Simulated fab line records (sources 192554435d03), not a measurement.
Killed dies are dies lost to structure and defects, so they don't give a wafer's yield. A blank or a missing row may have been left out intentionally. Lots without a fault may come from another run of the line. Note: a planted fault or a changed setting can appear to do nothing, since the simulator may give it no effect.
Matching of chambers :: flow n5 finfet :: 3 sister chambers for N5_BEOL_M15_ILD_DEP_00 on pecvd-01
The step deposits SiO2 from TEOS/O2, target thk 1629.3 nm, time 346.1 s. 6 wafers are shown with their chamber, then 11 later ones without.

## WAFERS, EACH WITH ITS CHAMBER
wafer: L090.1
chamber: 0
throttle valve pct (%): 19.8
showerhead plenum p Torr (Torr): 8.308

wafer: L090.5
chamber: 2
throttle valve pct (%): 18.1
showerhead plenum p Torr (Torr): 8.279

wafer: L091.3
chamber: 2
throttle valve pct (%): 18.2
showerhead plenum p Torr (Torr): 8.276

wafer: L091.5
chamber: 0
throttle valve pct (%): 19.6
showerhead plenum p Torr (Torr): 8.333

wafer: L091.6
chamber: 1
throttle valve pct (%): 17.0
showerhead plenum p Torr (Torr): 8.345

wafer: L094.1
chamber: 1
throttle valve pct (%): 17.0
showerhead plenum p Torr (Torr): 8.331

## WAFERS WHOSE CHAMBER IS MISSING
wafer: L094.5
throttle valve pct (%): 17.1
showerhead plenum p Torr (Torr): 8.323

wafer: L094.6
throttle valve pct (%): 18.1
showerhead plenum p Torr (Torr): 8.294

wafer: L092.2
throttle valve pct (%): 20.1
showerhead plenum p Torr (Torr): 8.310

wafer: L092.3
throttle valve pct (%): 17.1
showerhead plenum p Torr (Torr): 8.325

wafer: L092.6
throttle valve pct (%): 20.2
showerhead plenum p Torr (Torr): 8.350

wafer: L095.1
throttle valve pct (%): 19.8
showerhead plenum p Torr (Torr): 8.346

wafer: L095.4
throttle valve pct (%): 17.3
showerhead plenum p Torr (Torr): 8.340

wafer: L095.5
throttle valve pct (%): 17.9
showerhead plenum p Torr (Torr): 8.299

wafer: L096.1
throttle valve pct (%): 17.2
showerhead plenum p Torr (Torr): 8.325

wafer: L096.2
throttle valve pct (%): 18.1
showerhead plenum p Torr (Torr): 8.279

wafer: L096.5
throttle valve pct (%): 18.1
showerhead plenum p Torr (Torr): 8.288

## EACH ONE'S CHAMBER
wafer: L094.5
from the rows above: 1
in truth: 1

wafer: L094.6
from the rows above: 2
in truth: 2

wafer: L092.2
from the rows above: 0
in truth: 0

wafer: L092.3
from the rows above: 1
in truth: 1

wafer: L092.6
from the rows above: 0
in truth: 0

wafer: L095.1
from the rows above: 0
in truth: 0

wafer: L095.4
from the rows above: 1
in truth: 1

wafer: L095.5
from the rows above: 2
in truth: 2

wafer: L096.1
from the rows above: 1
in truth: 1

wafer: L096.2
from the rows above: 2
in truth: 2

wafer: L096.5
from the rows above: 2
in truth: 2
11 of 11 placed correctly. Left unplaced by these rows: 0. Number placed wrongly: 0.
How it was worked out, from the rows above alone: a wafer's distance from a chamber is the root of the sum, over the readings, of the square of ((its reading less the chamber's mean) divided by the reading's scatter). If the next closest chamber is less than 2 further off than the closest, the wafer can't be placed; otherwise it belongs to the closest. For every chamber, the mean is computed from those of its wafers that are shown. The scatter: take each reading less its chamber's mean, square it, sum over the shown wafers, divide by the number of wafers less the number of chambers, and take the root.
